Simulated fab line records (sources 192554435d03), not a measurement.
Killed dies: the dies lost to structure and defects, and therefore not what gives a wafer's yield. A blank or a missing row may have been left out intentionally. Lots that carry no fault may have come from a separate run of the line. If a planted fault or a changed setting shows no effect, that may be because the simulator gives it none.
Matching of chambers || flow n5-finfet || N5_BEOL_M0_CO_CAP_123 on cvd-co-01 has 3 sister chambers
The step material Co, precursor CCTBA/H2, target thk 2 nm, time 102.1 s. 3 wafers are shown with their chamber, then 12 later ones without.

== WAFERS, EACH WITH ITS CHAMBER ==
{"wafer": "L081.5", "chamber": 1, "heater-power-w (W)": 235}
{"wafer": "L091.1", "chamber": 2, "heater-power-w (W)": 234}
{"wafer": "L091.4", "chamber": 0, "heater-power-w (W)": 222}

== WAFERS WITH NO CHAMBER GIVEN ==
{"wafer": "L092.1", "heater-power-w (W)": 235}
{"wafer": "L092.2", "heater-power-w (W)": 226}
{"wafer": "L092.6", "heater-power-w (W)": 226}
{"wafer": "L094.1", "heater-power-w (W)": 227}
{"wafer": "L094.3", "heater-power-w (W)": 239}
{"wafer": "L094.4", "heater-power-w (W)": 237}
{"wafer": "L095.1", "heater-power-w (W)": 223}
{"wafer": "L095.2", "heater-power-w (W)": 237}
{"wafer": "L095.5", "heater-power-w (W)": 235}
{"wafer": "L096.1", "heater-power-w (W)": 224}
{"wafer": "L096.5", "heater-power-w (W)": 221}
{"wafer": "L096.6", "heater-power-w (W)": 232}

== WHICH CHAMBER EACH WENT THROUGH ==
{"wafer": "L092.1", "from the rows above": "can't be placed: 1 or 2", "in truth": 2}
{"wafer": "L092.2", "from the rows above": "can't be placed: 0 or 2 or 1", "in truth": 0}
{"wafer": "L092.6", "from the rows above": "can't be placed: 0 or 2 or 1", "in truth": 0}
{"wafer": "L094.1", "from the rows above": "can't be placed: 0 or 2 or 1", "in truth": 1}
{"wafer": "L094.3", "from the rows above": "can't be placed: 1 or 2", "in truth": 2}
{"wafer": "L094.4", "from the rows above": "can't be placed: 1 or 2", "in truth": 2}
{"wafer": "L095.1", "from the rows above": 0, "in truth": 0}
{"wafer": "L095.2", "from the rows above": "can't be placed: 1 or 2", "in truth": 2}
{"wafer": "L095.5", "from the rows above": "can't be placed: 1 or 2", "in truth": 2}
{"wafer": "L096.1", "from the rows above": 0, "in truth": 0}
{"wafer": "L096.5", "from the rows above": 0, "in truth": 0}
{"wafer": "L096.6", "from the rows above": "can't be placed: 2 or 1", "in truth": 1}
Placed correctly: 3 of 12. These rows do not allow placing 9 (true chamber among the candidates in 9). Wrongly placed: 0.
How it was worked out, from the rows above alone: a wafer's distance from a chamber is the root of the sum, over the readings, of the square of ((its reading less the chamber's mean) divided by the reading's scatter). The wafer belongs to the nearest chamber; if the next one is less than 2 further off, it can't be placed. A chamber's mean is the mean of its shown wafers. The scatter (one wafer shown for each chamber): square how far every hidden wafer sits from the nearest shown wafer, average those squares and take the square root.
